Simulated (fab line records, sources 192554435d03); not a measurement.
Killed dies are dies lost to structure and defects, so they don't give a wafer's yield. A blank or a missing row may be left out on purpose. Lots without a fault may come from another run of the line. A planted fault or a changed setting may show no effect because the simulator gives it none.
Chamber matching | flow n5_finfet | N5_BEOL_M11_ETCH_66 on rie_diel-06: 4 sister chambers
The step etches SOC in N2/H2, target depth 120 nm, overetch 24 nm, time 180 s. 8 wafers are shown with their chamber, then 11 later ones without.

WAFERS WITH THEIR CHAMBER
wafer  | chamber | showerhead_plenum_p_Torr (Torr) | drypump_motor_current_A (A)
L083.3 | 0       | 2.47                            | 5.56
L082.2 | 1       | 2.43                            | 5.66
L082.4 | 2       | 2.74                            | 5.35
L082.5 | 1       | 2.43                            | 5.65
L085.3 | 0       | 2.46                            | 5.57
L085.4 | 2       | 2.73                            | 5.34
L085.5 | 3       | 2.41                            | 5.87
L088.1 | 3       | 2.41                            | 5.87

WAFERS WITHOUT THEIR CHAMBER
wafer  | showerhead_plenum_p_Torr (Torr) | drypump_motor_current_A (A)
L088.3 | 2.43                            | 5.68
L088.4 | 2.46                            | 5.57
L094.1 | 2.42                            | 5.63
L094.3 | 2.40                            | 5.87
L094.5 | 2.73                            | 5.36
L095.4 | 2.46                            | 5.58
L095.5 | 2.73                            | 5.36
L095.6 | 2.40                            | 5.87
L097.2 | 2.73                            | 5.35
L097.3 | 2.40                            | 5.86
L097.5 | 2.45                            | 5.56

WHICH CHAMBER EACH WENT THROUGH
wafer  | from the rows above | in truth
L088.3 | 1                   | 1
L088.4 | 0                   | 0
L094.1 | 1                   | 1
L094.3 | 3                   | 3
L094.5 | 2                   | 2
L095.4 | 0                   | 0
L095.5 | 2                   | 2
L095.6 | 3                   | 3
L097.2 | 2                   | 2
L097.3 | 3                   | 3
L097.5 | 0                   | 0
Placed correctly: 11 of 11. Can't be placed from these rows: 0. Placed wrongly: 0.
How it was worked out, from the rows above alone: a wafer's distance from a chamber is the root of the sum, over the readings, of the square of ((its reading less the chamber's mean) divided by the reading's scatter). The wafer belongs to the nearest chamber; if the next one is less than 2 further off, it can't be placed. A chamber's mean is the mean of its shown wafers. The scatter: the root of (the sum of the squares of (reading less its chamber's mean) over the shown wafers, divided by (wafers less chambers)).
